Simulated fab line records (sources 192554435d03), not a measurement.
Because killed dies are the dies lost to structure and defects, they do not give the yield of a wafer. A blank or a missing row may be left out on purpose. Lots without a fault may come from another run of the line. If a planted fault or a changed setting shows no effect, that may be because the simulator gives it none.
fab line records    flow n5_finfet
record lots=6  wafers=18  last_day=17
route steps=1938 shown TV_LITHO@1878 TV_OPEN@1887 PASSIVATION@1936
lots with no fault: from the same line, run without faults
start_h: hours from the record's opening day to when the first of the lot's shown wafers began    wait_h: hours from the lot's prior step to this one    " as in the row above    L1.1+2: several wafers, shown together as one row    - no value, or no start given    * or withheld: withheld    < > ~ a bound
route shown NAME@n: a module of which the file shows steps, and the number in the route of the first    usual: average and standard deviation across the fault-free wafers    same: alike in all rows    chamber/n: place in a boat    sites: the reading at each site    _std_site: how widely they spread, as a standard deviation    _edge_site: outer sites' mean less inner sites'    radius_mm: for every site, how far away it sits from the centre of the wafer    mask NAME#n: copy n    behind: the most recent tool/chamber to have shaped the wafer    hold: the reason the lot was held/the length of the hold in hours/how it ended    device: which transistor (n, p or np) failed to switch    end of line: the tests these same wafers got at the end of their route    step lacking rows: just its recipe    killed: at the first sort, the dies lost to defects and structure; wafer yield is something else    map: dies across one wafer; x = killed, . = not, _ = none there
set.NAME: setting as actually run; set.NAME@STEP: the setting as run at that earlier step    model.NAME: the simulator's own value behind a step, which no gauge read
lots at selected steps of the route; one table per step, one row per wafer
services: from which hour (start_h, from the record's first day; less than 0 if before it) a tool's chamber was out of use, for how many hours, and why
## steps
# step N5_PASSIVATION_SOFTBAKE_05
# recipe temp_c=100  time_s=90
# step N5_PASSIVATION_EXPOSE_07
# recipe mask_id=TV  na=0.55  source_shape=conventional  sigma_outer=0.8  polarization=unpolarized  defocus_nm=0  target_cd_nm=3000  dose_mj=22.75
# step N5_PASSIVATION_PEB_08
# recipe peb_temp_c=withheld  peb_time_s=*
# step N5_PASSIVATION_DEVELOP_09
# recipe develop_time_s=60  rinse_liquid=diw  dry=air_spin  dev_temp_c=21
# step N5_PASSIVATION_HARDBAKE_11
# recipe temp_c=130  time_s=120
# step N5_PASSIVATION_CD_MEAS_10
# recipe target_cd_nm=3000  landing_energy_ev=500  detector=se_inlens
# usual cd_nm=3000/3.6
lot.wafer  tool       chamber  start_h  wait_h  cd_nm
L773.1     cd_sem-02  0        343.88   -       3007
L773.4     "          0        "        "       3003
L773.6     "          0        "        "       3002
L775.1     cd_sem-01  0        348.68   -       3000
L775.4     "          0        "        "       3000
L775.5     "          0        "        "       2998
L779.1     cd_sem-01  0        369.71   -       3004
L779.2     "          0        "        "       3002
L779.3     "          0        "        "       3004
L781.4     cd_sem-03  0        369.85   -       2998
L781.5     "          0        "        "       2998
L781.6     "          0        "        "       2999
L782.1     cd_sem-01  0        374.43   -       2994
L782.3     "          0        "        "       2998
L782.6     "          0        "        "       2997
L786.1     cd_sem-02  0        395.30   -       2999
L786.2     "          0        "        "       3001
L786.6     "          0        "        "       2999
# step N5_PASSIVATION_OVL_MEAS_60
# recipe points_per_wafer=44
# usual TV_OVL=-2/5.3
lot.wafer  tool        chamber  start_h  wait_h  TV_OVL[nm]
L773.1     overlay-02  0        343.91   0.0     -6
L773.4     "           0        "        "       -6
L773.6     "           0        "        "       -2
L775.1     overlay-02  0        348.71   0.0     -8
L775.4     "           0        "        "       -4
L775.5     "           0        "        "       -13
L779.1     overlay-01  0        369.74   0.0     -3
L779.2     "           0        "        "       -4
L779.3     "           0        "        "       -2
L781.4     overlay-02  0        369.88   0.0     1
L781.5     "           0        "        "       6
L781.6     "           0        "        "       3
L782.1     overlay-02  0        374.47   0.0     -5
L782.3     "           0        "        "       -5
L782.6     "           0        "        "       -12
L786.1     overlay-02  0        395.33   0.0     1
L786.2     "           0        "        "       -5
L786.6     "           0        "        "       -7
# step N5_PASSIVATION_INSPECT_61
# recipe mode=adi  inspect_instrument=macro
# usual raw_defect_count=1.9/1.4
lot.wafer  tool               chamber  start_h  wait_h  raw_defect_count
L773.1     defect_inspect-01  -        343.94   0.0     3
L773.4     "                  -        "        "       2
L773.6     "                  -        "        "       2
L775.1     defect_inspect-02  -        348.73   0.0     1
L775.4     "                  -        "        "       1
L775.5     "                  -        "        "       2
L779.1     defect_inspect-01  -        369.76   0.0     3
L779.2     "                  -        "        "       0
L779.3     "                  -        "        "       3
L781.4     defect_inspect-02  -        369.90   0.0     1
L781.5     "                  -        "        "       2
L781.6     "                  -        "        "       1
L782.1     defect_inspect-02  -        374.49   0.0     3
L782.3     "                  -        "        "       0
L782.6     "                  -        "        "       0
L786.1     defect_inspect-02  -        395.35   0.0     2
L786.2     "                  -        "        "       3
L786.6     "                  -        "        "       3
# step N5_PASSIVATION_DESCUM_12
# recipe chemistry=O2  time_s=7.9  source_power_w=50  bias_power_w=20  pressure_mtorr=20  rf_frequency_hz=2.712e+07  temp_c=40  o2_flow_sccm=225
# usual drypump_motor_current_A=5.8/0.54  oes_product_au=0.81/0.08  rf_vpp_V=242.8/1.2  showerhead_plenum_p_Torr=2.06/0.063  throttle_valve_pct=20.32/0.28
lot.wafer  tool         chamber  start_h  wait_h  drypump_motor_current_A  oes_product_au  rf_hours_counter_h  rf_vpp_V  showerhead_plenum_p_Torr  throttle_valve_pct
L773.1     rie_diel-05  0        344.16   0.2     6.4                      0.76            148                 242.9     2.01                      20.61
L773.4     "            2        "        "       5.7                      0.80            -                   242.9     2.09                      20.00
L773.6     "            3        "        "       5.5                      0.87            -                   242.8     2.11                      20.38
L775.1     rie_diel-01  2        348.92   0.2     5.6                      0.81            91                  243.2     2.03                      20.36
L775.4     "            0        "        "       6.0                      0.69            211                 242.5     2.09                      20.78
L775.5     "            0        "        "       6.0                      0.69            -                   243.2     2.09                      20.77
L779.1     rie_diel-05  1        369.92   0.2     5.4                      0.78            104                 243.3     2.09                      20.09
L779.2     "            0        "        "       6.4                      0.74            157                 240.4     2.01                      20.63
L779.3     "            3        "        "       5.5                      0.86            70                  244.5     2.11                      20.39
L781.4     rie_diel-01  3        369.95   0.0     6.3                      0.70            183                 240.2     1.97                      20.23
L781.5     "            1        "        "       5.7                      0.89            -                   243.8     2.21                      20.11
L781.6     "            0        "        "       6.0                      0.69            -                   243.8     2.09                      20.77
L782.1     rie_diel-01  0        374.52   0.0     6.0                      0.69            219                 242.9     2.09                      20.78
L782.3     "            3        "        "       6.3                      0.70            185                 240.7     1.97                      20.21
L782.6     "            0        "        "       6.0                      0.69            -                   243.4     2.09                      20.79
L786.1     rie_diel-03  3        395.66   0.3     6.4                      0.81            89                  243.6     2.00                      19.88
L786.2     "            1        "        "       4.7                      0.82            96                  242.8     2.02                      20.51
L786.6     "            3        "        "       6.4                      0.82            -                   242.1     2.00                      19.89
# step N5_PASSIVATION_PASS_ETCH_74
# recipe chemistry=CF4/O2  target=SiNx  target_depth_a=2200  time_s=110  ion_energy_ev=100  pressure_mtorr=40  source_w=535  bias_w=49  Ar_flow_sccm=100  cf4_flow_sccm=100  O2_flow_sccm=10
# usual drypump_motor_current_A=5.8/0.54  oes_product_au=0.82/0.086  rf_vpp_V=239/7  showerhead_plenum_p_Torr=2.19/0.06  throttle_valve_pct=15.93/0.23
lot.wafer  tool         chamber  start_h  wait_h  drypump_motor_current_A  oes_product_au  rf_hours_counter_h  rf_vpp_V  showerhead_plenum_p_Torr  throttle_valve_pct
L773.1     rie_diel-05  0        344.23   0.0     6.4                      0.75            148                 229       2.12                      16.15
L773.4     "            2        "        "       5.7                      0.80            -                   243       2.20                      15.54
L773.6     "            3        "        "       5.5                      0.89            -                   239       2.24                      15.97
L775.1     rie_diel-01  2        348.99   0.0     5.6                      0.81            91                  239       2.13                      15.86
L775.4     "            0        "        "       6.0                      0.69            211                 247       2.18                      16.18
L775.5     "            0        "        "       6.0                      0.69            -                   248       2.18                      16.18
L779.1     rie_diel-05  1        369.99   0.0     5.4                      0.76            104                 239       2.22                      15.79
L779.2     "            0        "        "       6.4                      0.75            157                 226       2.12                      16.18
L779.3     "            3        "        "       5.4                      0.89            70                  241       2.24                      15.99
L781.4     rie_diel-01  3        370.01   0.0     6.3                      0.70            183                 224       2.11                      16.04
L781.5     "            1        "        "       5.7                      0.90            -                   241       2.33                      15.71
L781.6     "            0        "        "       6.0                      0.69            -                   249       2.18                      16.19
L782.1     rie_diel-01  0        374.59   0.0     6.0                      0.68            219                 249       2.18                      16.17
L782.3     "            3        "        "       6.3                      0.69            185                 223       2.11                      16.05
L782.6     "            0        "        "       6.0                      0.69            -                   248       2.18                      16.18
L786.1     rie_diel-03  3        395.73   0.0     6.4                      0.85            89                  239       2.14                      15.63
L786.2     "            1        "        "       4.7                      0.81            96                  238       2.15                      16.25
L786.6     "            3        "        "       6.4                      0.84            -                   238       2.14                      15.64
# step N5_PASSIVATION_VIA_ETCH_13
# recipe chemistry=CHF3/O2  target=SiO2  target_depth_a=6600  CHF3_flow_sccm=50  O2_flow_sccm=5  Ar_flow_sccm=200  time_s=330  mask_material=PR  pressure_mtorr=30  source_w=650  bias_w=170  ion_energy_ev=200  ends=cleared
# usual CHF3_flow_sccm=49.99/0.14  drypump_motor_current_A=5.8/0.54  etch_rf_on_time_s=234/7.9  oes_product_au=0.73/0.074  rf_vpp_V=519/15  showerhead_plenum_p_Torr=2.39/0.068  throttle_valve_pct=18.80/0.22
lot.wafer  tool         chamber  start_h  wait_h  CHF3_flow_sccm  drypump_motor_current_A  etch_rf_on_time_s  oes_product_au  rf_hours_counter_h  rf_vpp_V  showerhead_plenum_p_Torr  throttle_valve_pct
L773.1     rie_diel-05  0        344.32   0.0     50.04           6.4                      227                0.67            148                 495       2.31                      19.03
L773.4     "            2        "        "       49.78           5.7                      239                0.72            -                   529       2.41                      18.45
L773.6     "            3        "        "       49.84           5.5                      224                0.79            -                   523       2.44                      18.86
L775.1     rie_diel-01  2        349.08   0.0     49.89           5.6                      231                0.73            91                  518       2.33                      18.78
L775.4     "            0        "        "       49.95           6.0                      244                0.63            211                 540       2.38                      19.04
L775.5     "            0        "        "       49.93           6.0                      244                0.63            -                   540       2.38                      19.05
L779.1     rie_diel-05  1        370.08   0.0     49.88           5.4                      238                0.69            104                 522       2.43                      18.71
L779.2     "            0        "        "       50.03           6.4                      232                0.66            157                 494       2.31                      19.03
L779.3     "            3        "        "       50.28           5.5                      218                0.78            70                  523       2.44                      18.85
L781.4     rie_diel-01  3        370.10   0.0     49.59           6.3                      248                0.63            183                 486       2.30                      18.87
L781.5     "            1        "        "       50.02           5.7                      229                0.80            -                   523       2.55                      18.63
L781.6     "            0        "        "       49.98           6.0                      245                0.62            -                   539       2.38                      19.06
L782.1     rie_diel-01  0        374.68   0.0     50.06           6.1                      244                0.62            219                 539       2.38                      19.07
L782.3     "            3        "        "       49.74           6.3                      249                0.62            185                 486       2.30                      18.87
L782.6     "            0        "        "       49.90           6.1                      250                0.62            -                   541       2.38                      19.07
L786.1     rie_diel-03  3        395.82   0.0     50.00           6.4                      224                0.74            89                  519       2.32                      18.43
L786.2     "            1        "        "       50.00           4.7                      239                0.72            96                  516       2.33                      19.00
L786.6     "            3        "        "       49.88           6.4                      230                0.75            -                   518       2.32                      18.43
# step N5_PASSIVATION_STRIP_14
# recipe chemistry=O2  power_w=600  temp_c=60  pressure_mtorr=30  rf_frequency_hz=6e+07  bias_power_w=0  overash_fraction=0.5  o2_flow_sccm=225
# usual drypump_motor_current_A=5.8/0.53  oes_product_au=0.81/0.081  rf_vpp_V=3.8/0.89  showerhead_plenum_p_Torr=2.07/0.063  throttle_valve_pct=16.56/0.27
lot.wafer  tool         chamber  start_h  wait_h  drypump_motor_current_A  oes_product_au  rf_hours_counter_h  rf_vpp_V  showerhead_plenum_p_Torr  throttle_valve_pct
L773.1     rie_diel-05  0        344.51   0.1     6.4                      0.74            149                 4.5       2.01                      16.84
L773.4     "            2        "        "       5.7                      0.80            -                   3.2       2.10                      16.23
L773.6     "            3        "        "       5.5                      0.87            -                   4.6       2.12                      16.58
L775.1     rie_diel-01  2        349.27   0.1     5.6                      0.81            91                  3.6       2.03                      16.60
L775.4     "            0        "        "       6.0                      0.68            211                 2.8       2.09                      17.00
L775.5     "            0        "        "       6.0                      0.69            -                   3.6       2.09                      16.94
L779.1     rie_diel-05  1        370.27   0.1     5.5                      0.77            104                 2.4       2.09                      16.35
L779.2     "            0        "        "       6.4                      0.74            157                 3.8       2.01                      16.87
L779.3     "            3        "        "       5.5                      0.86            70                  5.5       2.11                      16.57
L781.4     rie_diel-01  3        370.30   0.1     6.3                      0.70            183                 4.1       1.97                      16.54
L781.5     "            1        "        "       5.7                      0.88            -                   4.5       2.22                      16.34
L781.6     "            0        "        "       6.0                      0.68            -                   4.2       2.09                      17.01
L782.1     rie_diel-01  0        374.88   0.1     6.0                      0.69            219                 3.6       2.09                      17.04
L782.3     "            3        "        "       6.3                      0.69            185                 2.7       1.97                      16.56
L782.6     "            0        "        "       6.0                      0.68            -                   4.3       2.09                      16.97
L786.1     rie_diel-03  3        396.02   0.1     6.4                      0.82            89                  3.8       2.00                      16.15
L786.2     "            1        "        "       4.7                      0.82            96                  3.4       2.02                      16.76
L786.6     "            3        "        "       6.5                      0.82            -                   5.3       2.00                      16.14
# step N5_PASSIVATION_ETCH_15
# recipe chemistry=CF4/N2  target=SiCN  target_depth_a=750  taper_deg=2  time_s=81.2  ion_energy_ev=150  mask_material=SiNx  pressure_mtorr=40  source_w=430  bias_w=70  Ar_flow_sccm=100  cf4_flow_sccm=60  n2_flow_sccm=60
# usual drypump_motor_current_A=5.8/0.54  oes_product_au=0.82/0.086  rf_vpp_V=381.6/1.7  showerhead_plenum_p_Torr=2.19/0.061  throttle_valve_pct=15.37/0.23
lot.wafer  tool         chamber  start_h  wait_h  drypump_motor_current_A  oes_product_au  rf_hours_counter_h  rf_vpp_V  showerhead_plenum_p_Torr  throttle_valve_pct  model.etch.depth_nm
L773.1     rie_diel-05  0        344.55   -       6.4                      0.75            149                 379.5     2.12                      15.61               68.02
L773.4     "            2        "        "       5.7                      0.80            -                   382.1     2.20                      15.01               63.89
L773.6     "            3        "        "       5.5                      0.90            -                   381.3     2.25                      15.40               70.38
L775.1     rie_diel-01  2        349.31   -       5.7                      0.81            91                  379.2     2.13                      15.32               66.05
L775.4     "            0        "        "       6.0                      0.70            211                 381.9     2.18                      15.61               62.78
L775.5     "            0        "        "       6.0                      0.70            -                   382.9     2.18                      15.61               62.73
L779.1     rie_diel-05  1        370.31   -       5.5                      0.76            104                 381.6     2.22                      15.24               61.72
L779.2     "            0        "        "       6.4                      0.74            157                 378.4     2.12                      15.62               66.83
L779.3     "            3        "        "       5.5                      0.88            70                  383.6     2.24                      15.43               69.44
L781.4     rie_diel-01  3        370.34   -       6.3                      0.69            183                 379.7     2.11                      15.51               61.39
L781.5     "            1        "        "       5.7                      1.13            -                   384.9     2.33                      15.16               95.14
L781.6     "            0        "        "       6.0                      0.69            -                   381.6     2.18                      15.63               62.85
L782.1     rie_diel-01  0        374.92   -       6.0                      0.86            219                 380.1     2.17                      15.65               88.36
L782.3     "            3        "        "       6.3                      0.87            185                 379.8     2.11                      15.54               87.29
L782.6     "            0        "        "       6.0                      0.68            -                   381.8     2.18                      15.63               62.04
L786.1     rie_diel-03  3        396.06   -       6.4                      0.85            89                  379.6     2.15                      15.09               70.66
L786.2     "            1        "        "       4.7                      0.81            96                  381.8     2.15                      15.66               65.29
L786.6     "            3        "        "       6.4                      0.85            -                   379.1     2.15                      15.10               69.81
# step N5_PASSIVATION_STRIP_73
# recipe chemistry=post_etch_residue_remover  time_s=60  temp_c=25  remover_ph=withheld  remover_water_wt_pct=withheld  remover_fluoride_wt_pct=withheld
# step N5_PASSIVATION_PROBE_49
# usual defect_limited_yield=91.3/1.5  killed_at_M0_to_M3=35/8.7  killed_at_M4_up=14/5.5  killed_at_contacts=11/5.6  killed_at_front_end=39/13  killed_at_other=3.7/2.2  killed_dies=103/18  killed_open=69/14  killed_short=33/7.8  sort_bin_4_leakage=0.02/0.15  sort_bin_5_function=5.1/0.99  sort_bin_6_memory=3.3/0.67  sort_bin_8_speed=0.02/0.17  sort_n_pass=1077/18  sort_yield_pct=91.2/1.5
# same gross_dies=1180  killed_at_back_side=0
lot.wafer  tool       chamber  start_h  wait_h  defect_limited_yield[%]  killed_at_M0_to_M3  killed_at_M4_up  killed_at_contacts  killed_at_front_end  killed_at_other  killed_dies  killed_open  killed_short  sort_bin_4_leakage[%]  sort_bin_5_function[%]  sort_bin_6_memory[%]  sort_bin_8_speed[%]  sort_n_pass  sort_yield_pct[%]
L779.1     prober-01  -        377.61   0.0     93.5                     30                  6                9                   30                   2                77           52           24            0                      3.5                     2.6                   0.08                 1102         93.4
L779.2     prober-01  -        377.66   0.1     89.9                     42                  22               14                  37                   4                119          75           44            0                      5.6                     4.2                   0                    1061         89.9
L779.3     prober-01  -        377.71   0.1     92.2                     32                  12               10                  37                   1                92           64           28            0                      4.2                     3.3                   0                    1088         92.2
# killed by level:class
L779.1 BEOL_M1:geometric_particle:open=10 BEOL_M0_SAQP:geometric_particle:open=7 GATE_CUT:geometric_particle:open=5 MOL_CONTACT_COAG:geometric_particle:open=5 BEOL_M0_SAQP:geometric_particle:short=5 STI_FIN_REVEAL:geometric_particle:open=4 GATE_CUT:geometric_particle:short=4 MOL_CONTACT_COAG:geometric_particle:short=4
L779.2 BEOL_M0_SAQP:geometric_particle:short=20 MOL_CONTACT_COAG:geometric_particle:open=10 BEOL_M0_SAQP:geometric_particle:open=9 BEOL_M1:geometric_particle:open=7 BEOL_M4:geometric_particle:open=7 SPACER0:geometric_particle:open=6 BEOL_M5:geometric_particle:open=5 BEOL_M7:geometric_particle:open=5
L779.3 BEOL_M0_SAQP:geometric_particle:open=12 MOL_CONTACT_COAG:geometric_particle:open=10 BEOL_M0_SAQP:geometric_particle:short=7 GATE_CUT:geometric_particle:open=6 DUMMY_GATE:geometric_particle:open=5 BEOL_M1:geometric_particle:open=5 STI_FIN_REVEAL:geometric_particle:open=3 SPACER0:geometric_particle:short=3
## services
tool         chamber  start_h  hours  kind
rie_diel-05  0        325.26   13.9   repair
rie_diel-05  1        332.19   21.8   repair
rie_diel-03  2        344.44   -      clean
rie_diel-03  2        344.44   -      consumable_replace:focus_ring
rie_diel-03  2        344.44   12.0   scheduled_down
rie_diel-03  2        344.44   12.0   vent_cycle
rie_diel-01  1        350.76   4.5    repair
rie_diel-03  3        355.96   5.1    repair
## key
first_sign none at tools or gauges
model_effect step=N5_PASSIVATION_ETCH_15  value=etch.depth_nm  without=63.67  struck=90.26
met_at N5_PASSIVATION_ETCH_15
struck_wafers L781.5,L782.1,L782.3
onset_between 349.31 370.34
fault kind=process_parameter_drift  tool=rie_diel-01  chamber=-  onset_h=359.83  steps=N5_PASSIVATION_ETCH_15  channel=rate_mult  offset=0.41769  shape=step  end_h=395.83  scope=struck_wafers_only
